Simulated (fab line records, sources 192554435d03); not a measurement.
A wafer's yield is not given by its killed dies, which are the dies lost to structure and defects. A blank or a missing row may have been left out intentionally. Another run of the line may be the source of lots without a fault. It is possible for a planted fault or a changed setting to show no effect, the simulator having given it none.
Chamber matching -- flow n5Finfet -- pecvd-01 running N5_BEOL_M9_PECVD_70: 3 sister chambers
The step deposits SiO2 from TEOS/O2, target thk 20 nm, time 22.7 s. 6 wafers are shown with their chamber, then 12 later ones without.

EACH WAFER AND ITS CHAMBER
wafer,chamber,throttleValvePct (%),showerheadPlenumPTorr (Torr)
L089.1,2,21.0,8.75
L089.4,2,21.1,8.73
L089.5,1,25.6,8.87
L090.2,0,21.5,8.81
L090.4,0,21.4,8.81
L090.6,1,25.6,8.86

WAFERS WHOSE CHAMBER IS MISSING
wafer,throttleValvePct (%),showerheadPlenumPTorr (Torr)
L091.1,25.5,8.87
L091.2,21.1,8.72
L091.4,25.6,8.87
L094.3,21.0,8.73
L094.5,21.2,8.73
L094.6,25.5,8.85
L093.1,21.3,8.82
L093.2,20.9,8.69
L093.4,21.0,8.71
L095.1,21.0,8.73
L095.2,21.3,8.83
L095.3,25.9,8.86

WHICH CHAMBER EACH ONE RAN IN
wafer,from the rows above,in truth
L091.1,1,1
L091.2,2,2
L091.4,1,1
L094.3,2,2
L094.5,2,2
L094.6,1,1
L093.1,0,0
L093.2,2,2
L093.4,2,2
L095.1,2,2
L095.2,0,0
L095.3,1,1
Placed correctly: 12 of 12. Can't be placed from these rows: 0. Placed wrongly: 0.
How it was worked out, from the rows above alone: a wafer's distance from a chamber is the root of the sum, over the readings, of the square of ((its reading less the chamber's mean) divided by the reading's scatter). If the next closest chamber is less than 2 further off than the closest, the wafer can't be placed; otherwise it belongs to the closest. Each chamber's mean is taken over the wafers shown for it. The scatter is the square root of a quotient: the sum, over the shown wafers, of each reading's squared deviation from its chamber's mean, divided by wafers minus chambers.
